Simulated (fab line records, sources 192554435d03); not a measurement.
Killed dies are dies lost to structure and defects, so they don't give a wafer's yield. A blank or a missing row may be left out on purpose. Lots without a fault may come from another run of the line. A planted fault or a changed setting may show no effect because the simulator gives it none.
Which tool did it? | flow n5_finfet | 24 lots, 72 wafers sampled, at 6 steps of a route of 1938

WHAT THE GAUGES READ, wafer by wafer
N5_BEOL_M1_RS_MEAS_58: measures by four-point-probe. Usual: M1_RS 0.68 ohm/sq, standard deviation 0.036.
lot  | measured     | on            | M1_RS (ohm/sq) | flag
L074 | day 6 12:15  | film_metro-01 | 0.68 0.69 0.65 |
L075 | day 7 01:12  | film_metro-01 | 0.69 0.63 0.62 |
L076 | day 7 04:37  | film_metro-01 | 0.62 0.64 0.63 |
L077 | day 7 04:55  | film_metro-01 | 0.67 0.67 0.71 |
L078 | day 7 17:20  | film_metro-02 | 0.68 0.64 0.65 |
L079 | day 7 19:39  | film_metro-02 | 0.75 0.69 0.70 |
L080 | day 8 00:23  | film_metro-02 | 0.71 0.64 0.65 |
L081 | day 8 05:27  | film_metro-02 | 0.73 0.72 0.71 |
L082 | day 8 16:46  | film_metro-02 | 0.68 0.66 0.68 |
L083 | day 8 23:25  | film_metro-01 | 0.69 0.71 0.68 |
L084 | day 9 03:55  | film_metro-01 | 0.74 0.76 0.72 |
L085 | day 9 07:47  | film_metro-01 | 0.71 0.67 0.66 |
L086 | day 9 11:00  | film_metro-01 | 0.67 0.66 0.67 |
L087 | day 9 18:19  | film_metro-02 | 0.75 0.65 0.68 |
L088 | day 10 01:10 | film_metro-02 | 0.65 0.71 0.71 |
L089 | day 10 06:46 | film_metro-01 | 0.61 0.63 0.63 |
L090 | day 10 08:35 | film_metro-01 | 0.69 0.63 0.65 |
L091 | day 11 02:11 | film_metro-02 | 0.71 0.65 0.66 |
L092 | day 11 02:35 | film_metro-01 | 0.66 0.71 0.69 |
L093 | day 11 05:41 | film_metro-01 | 0.69 0.71 0.63 |
L094 | day 11 08:02 | film_metro-02 | 0.67 0.71 0.70 |
L095 | day 11 12:43 | film_metro-02 | 0.75 0.71 0.63 |
L096 | day 12 00:26 | film_metro-02 | 0.70 0.69 0.65 |
L097 | day 12 07:00 | film_metro-02 | 0.66 0.62 0.61 |

N5_BEOL_M2_THK_MEAS_01. Usual: M2_ILD_THK 79.3 nm, standard deviation 1.1.
lot  | measured     | on            | M2_ILD_THK (nm) | flag
L074 | day 6 12:23  | film_metro-02 | 81.8 81.3 80.8  |
L075 | day 7 01:20  | film_metro-02 | 77.8 77.8 78.9  |
L076 | day 7 04:44  | film_metro-01 | 79.3 78.1 79.2  |
L077 | day 7 05:03  | film_metro-01 | 80.2 80.7 80.4  |
L078 | day 7 17:28  | film_metro-01 | 76.8 78.4 80.8  |
L079 | day 7 19:47  | film_metro-02 | 77.9 78.7 79.5  |
L080 | day 8 00:31  | film_metro-01 | 78.2 78.8 79.0  |
L081 | day 8 05:35  | film_metro-01 | 78.5 78.5 79.2  |
L082 | day 8 16:53  | film_metro-02 | 79.6 80.1 80.7  |
L083 | day 8 23:32  | film_metro-01 | 78.0 79.1 78.9  |
L084 | day 9 04:03  | film_metro-02 | 78.1 78.5 79.5  |
L085 | day 9 07:55  | film_metro-02 | 80.1 80.0 80.4  |
L086 | day 9 11:08  | film_metro-01 | 78.2 79.7 81.2  |
L087 | day 9 18:26  | film_metro-01 | 79.2 79.9 81.7  |
L088 | day 10 01:18 | film_metro-02 | 79.7 79.8 80.7  |
L089 | day 10 06:55 | film_metro-01 | 80.1 80.8 80.9  |
L090 | day 10 08:43 | film_metro-02 | 77.1 78.2 77.2  |
L091 | day 11 02:19 | film_metro-02 | 78.5 79.7 80.4  |
L092 | day 11 02:43 | film_metro-02 | 78.0 77.2 79.8  |
L093 | day 11 05:49 | film_metro-01 | 77.8 79.4 80.1  |
L094 | day 11 08:10 | film_metro-02 | 79.5 79.7 80.0  |
L095 | day 11 12:51 | film_metro-01 | 77.0 79.1 79.6  |
L096 | day 12 00:34 | film_metro-02 | 80.0 79.2 80.4  |
L097 | day 12 07:08 | film_metro-01 | 79.6 79.3 81.1  |

WHICH TOOL RAN EACH LOT (tool, then ch and the chambers of the sampled wafers, then the start)
lot  | N5_BEOL_M1_ANNEAL_49         | N5_BEOL_M1_ANNEAL_80         | N5_BEOL_M1_ANNEAL_95         | N5_BEOL_M1_ANNEAL_51
L074 | pvd_sputter-01, day 6 09:31  | pvd_sputter-01, day 6 09:44  | pvd_sputter-01, day 6 11:04  | rtp_anneal-01 ch 0, day 6 11:32
L075 | pvd_sputter-02, day 6 22:29  | pvd_sputter-02, day 6 22:42  | pvd_sputter-02, day 7 00:01  | rtp_anneal-01 ch 0, day 7 00:24
L076 | pvd_sputter-03, day 7 01:53  | pvd_sputter-03, day 7 02:06  | pvd_sputter-03, day 7 03:25  | rtp_anneal-02 ch 0, day 7 03:45
L077 | pvd_sputter-02, day 7 01:55  | pvd_sputter-02, day 7 02:08  | pvd_sputter-02, day 7 03:28  | rtp_anneal-01 ch 0, day 7 03:53
L078 | pvd_sputter-03, day 7 14:37  | pvd_sputter-03, day 7 14:50  | pvd_sputter-03, day 7 16:09  | rtp_anneal-01 ch 0, day 7 16:29
L079 | pvd_sputter-01, day 7 16:55  | pvd_sputter-01, day 7 17:08  | pvd_sputter-01, day 7 18:28  | rtp_anneal-02 ch 0, day 7 18:50
L080 | pvd_sputter-02, day 7 21:40  | pvd_sputter-02, day 7 21:53  | pvd_sputter-02, day 7 23:13  | rtp_anneal-01 ch 0, day 7 23:32
L081 | pvd_sputter-02, day 8 02:25  | pvd_sputter-02, day 8 02:38  | pvd_sputter-02, day 8 03:57  | rtp_anneal-02 ch 0, day 8 04:38
L082 | pvd_sputter-02, day 8 14:02  | pvd_sputter-02, day 8 14:15  | pvd_sputter-02, day 8 15:34  | rtp_anneal-01 ch 0, day 8 15:55
L083 | pvd_sputter-01, day 8 19:46  | pvd_sputter-01, day 8 19:59  | pvd_sputter-01, day 8 21:19  | rtp_anneal-02 ch 0, day 8 22:33
L084 | pvd_sputter-02, day 9 01:11  | pvd_sputter-02, day 9 01:24  | pvd_sputter-02, day 9 02:43  | rtp_anneal-02 ch 0, day 9 03:04
L085 | pvd_sputter-02, day 9 05:02  | pvd_sputter-02, day 9 05:16  | pvd_sputter-02, day 9 06:35  | rtp_anneal-01 ch 0, day 9 06:58
L086 | pvd_sputter-03, day 9 08:16  | pvd_sputter-03, day 9 08:29  | pvd_sputter-03, day 9 09:49  | rtp_anneal-01 ch 0, day 9 10:09
L087 | pvd_sputter-03, day 9 15:34  | pvd_sputter-03, day 9 15:47  | pvd_sputter-03, day 9 17:07  | rtp_anneal-02 ch 0, day 9 17:32
L088 | pvd_sputter-02, day 9 22:19  | pvd_sputter-02, day 9 22:32  | pvd_sputter-02, day 9 23:57  | rtp_anneal-02 ch 0, day 10 00:25
L089 | pvd_sputter-03, day 10 03:59 | pvd_sputter-03, day 10 04:13 | pvd_sputter-03, day 10 05:32 | rtp_anneal-02 ch 0, day 10 06:01
L090 | pvd_sputter-02, day 10 05:36 | pvd_sputter-02, day 10 05:51 | pvd_sputter-02, day 10 07:20 | rtp_anneal-01 ch 0, day 10 07:47
L091 | pvd_sputter-01, day 10 23:27 | pvd_sputter-01, day 10 23:40 | pvd_sputter-01, day 11 00:59 | rtp_anneal-01 ch 0, day 11 01:20
L092 | pvd_sputter-02, day 10 23:46 | pvd_sputter-02, day 10 23:59 | pvd_sputter-02, day 11 01:19 | rtp_anneal-02 ch 0, day 11 01:43
L093 | pvd_sputter-01, day 11 02:38 | pvd_sputter-01, day 11 02:51 | pvd_sputter-01, day 11 04:10 | rtp_anneal-01 ch 0, day 11 04:33
L094 | pvd_sputter-01, day 11 05:19 | pvd_sputter-01, day 11 05:32 | pvd_sputter-01, day 11 06:51 | rtp_anneal-02 ch 0, day 11 07:11
L095 | pvd_sputter-01, day 11 09:58 | pvd_sputter-01, day 11 10:11 | pvd_sputter-01, day 11 11:31 | rtp_anneal-01 ch 0, day 11 11:50
L096 | pvd_sputter-03, day 11 21:43 | pvd_sputter-03, day 11 21:56 | pvd_sputter-03, day 11 23:15 | rtp_anneal-02 ch 0, day 11 23:35
L097 | pvd_sputter-02, day 12 04:16 | pvd_sputter-02, day 12 04:29 | pvd_sputter-02, day 12 05:49 | rtp_anneal-01 ch 0, day 12 06:09
- N5_BEOL_M1_ANNEAL_49: time 240 s.
- N5_BEOL_M1_ANNEAL_80: time 240 s.
- N5_BEOL_M1_ANNEAL_95: time 240 s.
- N5_BEOL_M1_ANNEAL_51: time 90 s.

WHAT THE TOOLS THEMSELVES READ (means of the sampled wafers that have a number; where no wafer has one, the mark that the record gives instead)
N5_BEOL_M1_ANNEAL_49. Usual: heater_power_w 822 W, standard deviation 67.
lot  | tool           | heater_power_w (W) | flag
L074 | pvd_sputter-01 | 880                |
L075 | pvd_sputter-02 | 833                |
L076 | pvd_sputter-03 | 741                |
L077 | pvd_sputter-02 | 819                |
L078 | pvd_sputter-03 | 799                |
L079 | pvd_sputter-01 | 811                |
L080 | pvd_sputter-02 | 860                |
L081 | pvd_sputter-02 | 821                |
L082 | pvd_sputter-02 | 834                |
L083 | pvd_sputter-01 | 817                |
L084 | pvd_sputter-02 | 843                |
L085 | pvd_sputter-02 | 848                |
L086 | pvd_sputter-03 | 770                |
L087 | pvd_sputter-03 | 845                |
L088 | pvd_sputter-02 | 873                |
L089 | pvd_sputter-03 | 762                |
L090 | pvd_sputter-02 | 819                |
L091 | pvd_sputter-01 | 815                |
L092 | pvd_sputter-02 | 847                |
L093 | pvd_sputter-01 | 879                |
L094 | pvd_sputter-01 | 755                |
L095 | pvd_sputter-01 | 879                |
L096 | pvd_sputter-03 | 745                |
L097 | pvd_sputter-02 | 813                |

N5_BEOL_M1_ANNEAL_80. Usual: heater_power_w 817 W, standard deviation 68.
lot  | tool           | heater_power_w (W) | flag
L074 | pvd_sputter-01 | 876                |
L075 | pvd_sputter-02 | 837                |
L076 | pvd_sputter-03 | 731                |
L077 | pvd_sputter-02 | 818                |
L078 | pvd_sputter-03 | 813                |
L079 | pvd_sputter-01 | 815                |
L080 | pvd_sputter-02 | 849                |
L081 | pvd_sputter-02 | 825                |
L082 | pvd_sputter-02 | 817                |
L083 | pvd_sputter-01 | 827                |
L084 | pvd_sputter-02 | 824                |
L085 | pvd_sputter-02 | 837                |
L086 | pvd_sputter-03 | 775                |
L087 | pvd_sputter-03 | 825                |
L088 | pvd_sputter-02 | 865                |
L089 | pvd_sputter-03 | 745                |
L090 | pvd_sputter-02 | 818                |
L091 | pvd_sputter-01 | 816                |
L092 | pvd_sputter-02 | 841                |
L093 | pvd_sputter-01 | 882                |
L094 | pvd_sputter-01 | 770                |
L095 | pvd_sputter-01 | 884                |
L096 | pvd_sputter-03 | 765                |
L097 | pvd_sputter-02 | 809                |

N5_BEOL_M1_ANNEAL_95. Usual: heater_power_w 819 W, standard deviation 68.
lot  | tool           | heater_power_w (W) | flag
L074 | pvd_sputter-01 | 872                |
L075 | pvd_sputter-02 | 854                |
L076 | pvd_sputter-03 | 742                |
L077 | pvd_sputter-02 | 809                |
L078 | pvd_sputter-03 | 800                |
L079 | pvd_sputter-01 | 824                |
L080 | pvd_sputter-02 | 855                |
L081 | pvd_sputter-02 | 820                |
L082 | pvd_sputter-02 | 842                |
L083 | pvd_sputter-01 | 820                |
L084 | pvd_sputter-02 | 833                |
L085 | pvd_sputter-02 | 846                |
L086 | pvd_sputter-03 | 784                |
L087 | pvd_sputter-03 | 821                |
L088 | pvd_sputter-02 | 871                |
L089 | pvd_sputter-03 | 764                |
L090 | pvd_sputter-02 | 812                |
L091 | pvd_sputter-01 | 813                |
L092 | pvd_sputter-02 | 851                |
L093 | pvd_sputter-01 | 881                |
L094 | pvd_sputter-01 | 762                |
L095 | pvd_sputter-01 | 880                |
L096 | pvd_sputter-03 | 754                |
L097 | pvd_sputter-02 | 807                |

N5_BEOL_M1_ANNEAL_51. Usual: wafer_temp_C_max 225.72, standard deviation 0.24.
lot  | tool          | wafer_temp_C_max | flag
L074 | rtp_anneal-01 | 225.51           |
L075 | rtp_anneal-01 | 225.61           |
L076 | rtp_anneal-02 | 225.77           |
L077 | rtp_anneal-01 | 225.63           |
L078 | rtp_anneal-01 | 225.63           |
L079 | rtp_anneal-02 | 225.62           |
L080 | rtp_anneal-01 | 225.96           |
L081 | rtp_anneal-02 | 225.77           |
L082 | rtp_anneal-01 | 225.55           |
L083 | rtp_anneal-02 | 225.78           |
L084 | rtp_anneal-02 | 226.18           |
L085 | rtp_anneal-01 | 225.71           |
L086 | rtp_anneal-01 | 225.51           |
L087 | rtp_anneal-02 | 225.80           |
L088 | rtp_anneal-02 | 225.78           |
L089 | rtp_anneal-02 | 225.74           |
L090 | rtp_anneal-01 | 225.53           |
L091 | rtp_anneal-01 | 225.64           |
L092 | rtp_anneal-02 | 226.00           |
L093 | rtp_anneal-01 | 225.84           |
L094 | rtp_anneal-02 | 225.77           |
L095 | rtp_anneal-01 | 225.68           |
L096 | rtp_anneal-02 | 225.94           |
L097 | rtp_anneal-01 | 225.64           |

THE ANSWER, worked out from the rows above alone
Rule: a lot is off if the mean of its wafers that have a number lies more than 3 standard deviations from the usual mean. A lot without any number at a reading at which 4 lots or more have one is off too. The other lots that the step has rows for count as sound. The gauges are gone through in route order, then the tools' own readings, and for those a lot's mean is taken as printed above. The first step at which some lot is off is used, and at that step the reading that is off furthest; a lot without a number counts as furthest.
No lot is off at any reading shown: from this, nothing can be told.

WHAT THE SIMULATOR HAD PUT IN
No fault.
